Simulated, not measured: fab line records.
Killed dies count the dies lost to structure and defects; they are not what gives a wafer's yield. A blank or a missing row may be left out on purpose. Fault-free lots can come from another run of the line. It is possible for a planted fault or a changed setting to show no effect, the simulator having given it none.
Chamber matching :: flow n5-finfet :: N5_BEOL_M2_STRIP_36 on rie-diel-05: 4 sister chambers
The step strips in N2/H2. 16 wafers are shown with their chamber, then 8 later ones without.

== WAFERS WITH THEIR CHAMBER ==
wafer: L074.1
chamber: 0
drypump-motor-current-A (A): 5.7
showerhead-plenum-p-Torr (Torr): 2.48
throttle-valve-pct (%): 23.49

wafer: L074.2
chamber: 2
drypump-motor-current-A (A): 6.2
showerhead-plenum-p-Torr (Torr): 2.60
throttle-valve-pct (%): 23.89

wafer: L074.6
chamber: 1
drypump-motor-current-A (A): 5.1
showerhead-plenum-p-Torr (Torr): 2.51
throttle-valve-pct (%): 23.60

wafer: L076.1
chamber: 0
drypump-motor-current-A (A): 5.6
showerhead-plenum-p-Torr (Torr): 2.48
throttle-valve-pct (%): 23.46

wafer: L076.2
chamber: 3
drypump-motor-current-A (A): 5.7
showerhead-plenum-p-Torr (Torr): 2.51
throttle-valve-pct (%): 23.63

wafer: L076.4
chamber: 2
drypump-motor-current-A (A): 6.2
showerhead-plenum-p-Torr (Torr): 2.60
throttle-valve-pct (%): 23.90

wafer: L082.1
chamber: 1
drypump-motor-current-A (A): 5.1
showerhead-plenum-p-Torr (Torr): 2.50
throttle-valve-pct (%): 23.58

wafer: L082.4
chamber: 3
drypump-motor-current-A (A): 5.7
showerhead-plenum-p-Torr (Torr): 2.50
throttle-valve-pct (%): 23.63

wafer: L082.5
chamber: 1
drypump-motor-current-A (A): 5.1
showerhead-plenum-p-Torr (Torr): 2.50
throttle-valve-pct (%): 23.60

wafer: L086.1
chamber: 3
drypump-motor-current-A (A): 5.7
showerhead-plenum-p-Torr (Torr): 2.50
throttle-valve-pct (%): 23.60

wafer: L086.2
chamber: 1
drypump-motor-current-A (A): 5.1
showerhead-plenum-p-Torr (Torr): 2.50
throttle-valve-pct (%): 23.61

wafer: L086.3
chamber: 0
drypump-motor-current-A (A): 5.6
showerhead-plenum-p-Torr (Torr): 2.47
throttle-valve-pct (%): 23.48

wafer: L087.1
chamber: 0
drypump-motor-current-A (A): 5.7
showerhead-plenum-p-Torr (Torr): 2.47
throttle-valve-pct (%): 23.49

wafer: L087.3
chamber: 2
drypump-motor-current-A (A): 6.2
showerhead-plenum-p-Torr (Torr): 2.59
throttle-valve-pct (%): 23.62

wafer: L087.5
chamber: 3
drypump-motor-current-A (A): 5.7
showerhead-plenum-p-Torr (Torr): 2.50
throttle-valve-pct (%): 23.64

wafer: L089.1
chamber: 0
drypump-motor-current-A (A): 5.6
showerhead-plenum-p-Torr (Torr): 2.47
throttle-valve-pct (%): 23.52

SIGNATURES, as means of the wafers listed above
reading: drypump-motor-current-A
chamber 0: 5.640
chamber 1: 5.100
chamber 2: 6.200
chamber 3: 5.700
scatter within a chamber: 0.0316

reading: showerhead-plenum-p-Torr
chamber 0: 2.4740
chamber 1: 2.5025
chamber 2: 2.5967
chamber 3: 2.5025
scatter within a chamber: 0.0053

reading: throttle-valve-pct
chamber 0: 23.4880
chamber 1: 23.5975
chamber 2: 23.8033
chamber 3: 23.6250
scatter within a chamber: 0.0669
Rule: for each reading, subtract the chamber's mean from the wafer's reading, divide by that reading's scatter and square the result; add these up over the readings and take the root, which gives the wafer's distance from the chamber. The wafer belongs to the nearest chamber; if the next one is less than 2 further off, it can't be placed. The scatter is the square root of a quotient: the sum, over the shown wafers, of each reading's squared deviation from its chamber's mean, divided by wafers minus chambers.

== WAFERS WITHOUT THEIR CHAMBER ==
wafer: L089.2
drypump-motor-current-A (A): 6.3
showerhead-plenum-p-Torr (Torr): 2.59
throttle-valve-pct (%): 23.62

wafer: L089.5
drypump-motor-current-A (A): 6.2
showerhead-plenum-p-Torr (Torr): 2.59
throttle-valve-pct (%): 23.64

wafer: L094.2
drypump-motor-current-A (A): 5.6
showerhead-plenum-p-Torr (Torr): 2.46
throttle-valve-pct (%): 23.52

wafer: L094.3
drypump-motor-current-A (A): 6.3
showerhead-plenum-p-Torr (Torr): 2.58
throttle-valve-pct (%): 23.66

wafer: L094.5
drypump-motor-current-A (A): 5.1
showerhead-plenum-p-Torr (Torr): 2.49
throttle-valve-pct (%): 23.67

wafer: L096.3
drypump-motor-current-A (A): 5.6
showerhead-plenum-p-Torr (Torr): 2.46
throttle-valve-pct (%): 23.52

wafer: L096.4
drypump-motor-current-A (A): 6.3
showerhead-plenum-p-Torr (Torr): 2.58
throttle-valve-pct (%): 23.66

wafer: L096.5
drypump-motor-current-A (A): 5.6
showerhead-plenum-p-Torr (Torr): 2.46
throttle-valve-pct (%): 23.50

== WHICH CHAMBER EACH ONE RAN IN ==
wafer: L089.2
from the rows above: 2
in truth: 2

wafer: L089.5
from the rows above: 2
in truth: 2

wafer: L094.2
from the rows above: 0
in truth: 0

wafer: L094.3
from the rows above: 2
in truth: 2

wafer: L094.5
from the rows above: 1
in truth: 1

wafer: L096.3
from the rows above: 0
in truth: 0

wafer: L096.4
from the rows above: 2
in truth: 2

wafer: L096.5
from the rows above: 0
in truth: 0
8 of 8 placed correctly. From these rows, 0 cannot be placed. 0 placed wrongly.
